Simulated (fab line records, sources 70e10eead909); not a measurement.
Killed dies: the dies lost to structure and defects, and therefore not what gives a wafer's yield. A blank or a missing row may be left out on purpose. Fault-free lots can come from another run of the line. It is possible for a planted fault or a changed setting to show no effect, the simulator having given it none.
The tool behind it: which one? -- flow nand-harc -- Sampling: 15 lots, 43 wafers, 4 of 1159 route steps

WHAT THE GAUGES READ, wafer by wafer
NHARC_A_ONON_D1_THK_MEAS_02: measures by ellipsometry.
lot,measured,on,thk-nm (nm)
L680,day 7 17:29,film-metro-01,987 986 986
L679,day 8 01:34,film-metro-01,1000 999 1000
L681,day 8 01:35,film-metro-01,1023 1023 1024
L682,day 8 01:35,film-metro-02,1019 1019 1020
L684,day 8 11:25,film-metro-02,1013 1012 1013
L683,day 8 11:25,film-metro-01,1007 1006 1007
L685,day 9 04:14,film-metro-02,981 982 981
L686,day 9 20:10,film-metro-01,988 988 989
L690,day 10 18:45,film-metro-02,1470 1009
L692,day 11 03:07,film-metro-02,1477 1016 1015
L695,day 11 11:32,film-metro-02,1461 998
L699,day 12 06:38,film-metro-01,998 998 995
L698,day 12 06:38,film-metro-02,998 996 996
L700,day 12 16:52,film-metro-01,997 995 996
L701,day 12 16:31,film-metro-02,1005 1005 1006

NHARC_END_SORT_01.
lot,measured,on,killed-at-array,killed-at-other,killed-at-periphery,killed-dies,killed-open,killed-short
L680,day 20 02:46,prober-02,22 30 22,2 1 1,0 5 4,24 36 27,2 3 2,4 0 2
L679,day 20 02:56,prober-01,14 14 15,1 0 0,5 6 4,20 20 19,1 2 4,0 3 1
L681,day 20 16:42,prober-02,25 24 20,3 0 0,7 5 5,35 29 25,2 1 1,4 1 3
L682,day 19 18:20,prober-01,31 25 33,0 1 0,4 3 1,35 29 34,1 1 4,3 2 4
L684,day 20 09:07,prober-01,10 17 15,1 0 1,5 11 4,16 28 20,2 3 3,1 1 4
L683,day 20 09:41,prober-02,15 21 25,2 0 3,1 2 1,18 23 29,1 4 3,0 1 2
L685,day 20 16:58,prober-01,32 34 47,0 0 0,2 1 4,34 35 51,2 1 3,3 0 1
L686,day 21 21:16,prober-01,35 35 35,0 0 0,2 7 9,37 42 44,1 5 7,1 2 0
L690,day 22 14:11,prober-02,675 41,0 0,2 1,677 42,3 3,1 1
L692,day 22 14:59,prober-01,674 23 23,1 0 2,2 1 0,677 24 25,3 3 1,1 2 0
L695,day 23 04:08,prober-02,676 18,0 1,1 0,677 19,2 4,5 4
L699,day 24 11:37,prober-02,35 28 31,1 0 0,3 5 1,39 33 32,1 4 2,2 1 1
L698,day 24 20:59,prober-02,35 28 37,0 0 1,4 0 2,39 28 40,4 1 1,2 0 4
L700,day 25 00:27,prober-01,33 47 39,0 0 1,4 2 7,37 49 47,3 2 3,2 1 2
L701,day 25 03:55,prober-02,30 30 35,0 1 1,6 6 4,36 37 40,3 5 3,2 1 0

EACH LOT AND THE TOOL THAT RAN IT (in order: tool; ch and the chambers of the sampled wafers; start)
lot,NHARC_A_ZERO_WELL_DESCUM_12,NHARC_A_ONON_D1_DEP_00
L680,"rie-diel-04 ch 1,2, day 6 19:21","pecvd-onon-02 ch 0, day 7 17:05"
L679,"rie-diel-09 ch 0,1,2, day 7 01:02","pecvd-onon-03 ch 0, day 8 01:11"
L681,"rie-diel-04 ch 0,1,2, day 7 06:10","pecvd-onon-01 ch 0, day 8 01:04"
L682,"rie-diel-04 ch 0,1,2, day 7 06:41","pecvd-onon-02 ch 0, day 8 01:07"
L684,"rie-diel-04 ch 0,1, day 7 12:35","pecvd-onon-01 ch 0, day 8 10:54"
L683,"rie-diel-11 ch 0,1, day 7 13:37","pecvd-onon-03 ch 0, day 8 10:58"
L685,"rie-diel-04 ch 0,1,3, day 8 02:38","pecvd-onon-03 ch 0, day 9 03:43"
L686,"rie-diel-09 ch 0,2, day 8 16:56","pecvd-onon-03 ch 0, day 9 19:40"
L690,"rie-diel-04 ch 3, day 9 23:30","pecvd-onon-03 ch 0, day 10 18:18"
L692,"rie-diel-04 ch 0,2,3, day 10 04:48","pecvd-onon-03 ch 0, day 11 02:43"
L695,"rie-diel-04 ch 1,2, day 10 13:07","pecvd-onon-03 ch 0, day 11 11:05"
L699,"rie-diel-04 ch 0,1,3, day 11 04:36","pecvd-onon-02 ch 0, day 12 06:08"
L698,"rie-diel-09 ch 0,1,3, day 11 06:05","pecvd-onon-01 ch 0, day 12 06:15"
L700,"rie-diel-04 ch 1,2,3, day 11 18:19","pecvd-onon-02 ch 0, day 12 16:24"
L701,"rie-diel-04 ch 0,1,3, day 11 18:39","pecvd-onon-01 ch 0, day 12 16:04"
- NHARC_A_ZERO_WELL_DESCUM_12: chemistry O2, time 3 s.
- NHARC_A_ONON_D1_DEP_00: target thk 1000 nm.

WHAT THE TOOLS THEMSELVES READ (means of the sampled wafers that have a number; where no wafer has one, the mark that the record gives instead)
NHARC_A_ZERO_WELL_DESCUM_12.
lot,tool,chamber-pressure-mTorr (mTorr),drypump-motor-current-A (A),oes-product-au (a.u.),rf-vpp-V (V),showerhead-plenum-p-Torr (Torr),throttle-valve-pct (%)
L680,rie-diel-04,60.02,5.8,0.986,58.3,1.91,11.315
L679,rie-diel-09,60.02,5.7,0.995,57.3,1.96,11.309
L681,rie-diel-04,60.04,5.9,0.991,58.7,1.92,11.316
L682,rie-diel-04,60.01,5.8,0.992,57.8,1.92,11.313
L684,rie-diel-04,59.98,5.9,0.995,57.8,1.86,11.310
L683,rie-diel-11,59.99,5.7,0.990,57.5,1.91,11.309
L685,rie-diel-04,60.02,5.9,0.998,57.5,1.83,11.307
L686,rie-diel-09,60.00,5.4,0.991,58.3,1.98,11.321
L690,rie-diel-04,60.03,5.8,1.027,57.2,1.80,11.307
L692,rie-diel-04,59.99,5.8,1.006,57.7,1.91,11.309
L695,rie-diel-04,59.97,5.8,1.000,58.2,1.94,11.308
L699,rie-diel-04,59.98,5.9,0.999,56.8,1.83,11.310
L698,rie-diel-09,60.04,5.8,0.998,58.0,1.93,11.310
L700,rie-diel-04,60.04,5.8,0.991,58.7,1.89,11.314
L701,rie-diel-04,60.01,5.8,1.000,57.4,1.83,11.317

NHARC_A_ONON_D1_DEP_00.
lot,tool,susceptor-temp-C (C)
L680,pecvd-onon-02,400.17
L679,pecvd-onon-03,399.99
L681,pecvd-onon-01,400.05
L682,pecvd-onon-02,400.00
L684,pecvd-onon-01,399.95
L683,pecvd-onon-03,399.80
L685,pecvd-onon-03,399.88
L686,pecvd-onon-03,400.14
L690,pecvd-onon-03,399.85
L692,pecvd-onon-03,400.12
L695,pecvd-onon-03,400.09
L699,pecvd-onon-02,399.72
L698,pecvd-onon-01,400.01
L700,pecvd-onon-02,399.98
L701,pecvd-onon-01,399.92

THE ANSWER, worked out from the rows above alone
Rule: the usual values come from the lots themselves. Put in order of their means at a reading, lots are off if they are a third of the lots or fewer, leave a main group of 4 or more, and stand apart from it by a gap of 3 or more times the standard deviation of the main group's means; of several such gaps the widest counts. If all means in a main group match to the digits the tables above print for the reading, that group is not used. A lot without any number at a reading at which 4 lots or more have one is off too. All remaining lots with rows at the step are treated as sound. After the gauges, taken in route order, come the tools' own readings; for these a lot's mean is taken, as printed above. At the first step where some lot is off, the reading lying furthest off is the one used; lots without a number count as furthest.
Off, at NHARC_A_ONON_D1_THK_MEAS_02 on thk-nm: L690, L692, L695. Main group: mean 1001 nm, sd 12.
A tool fits if, at a process step before that reading, it ran every lot that is off, and no sound lot after the first of them. Not tried: the gauges at NHARC_A_ONON_D1_THK_MEAS_02; whatever is off there is also off at NHARC_END_SORT_01, on other tools, and gauge error can't account for it. One candidate fits, namely pecvd-onon-03 at NHARC_A_ONON_D1_DEP_00. A fault onset in the window from L686 (day 9 19:40, its last sound lot) to L690 (day 10 18:18, its first lot off) fits.

WHAT WAS PUT IN BY THE SIMULATOR
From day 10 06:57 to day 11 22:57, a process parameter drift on pecvd-onon-03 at NHARC_A_ONON_D1_DEP_00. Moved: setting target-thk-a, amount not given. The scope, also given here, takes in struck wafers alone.
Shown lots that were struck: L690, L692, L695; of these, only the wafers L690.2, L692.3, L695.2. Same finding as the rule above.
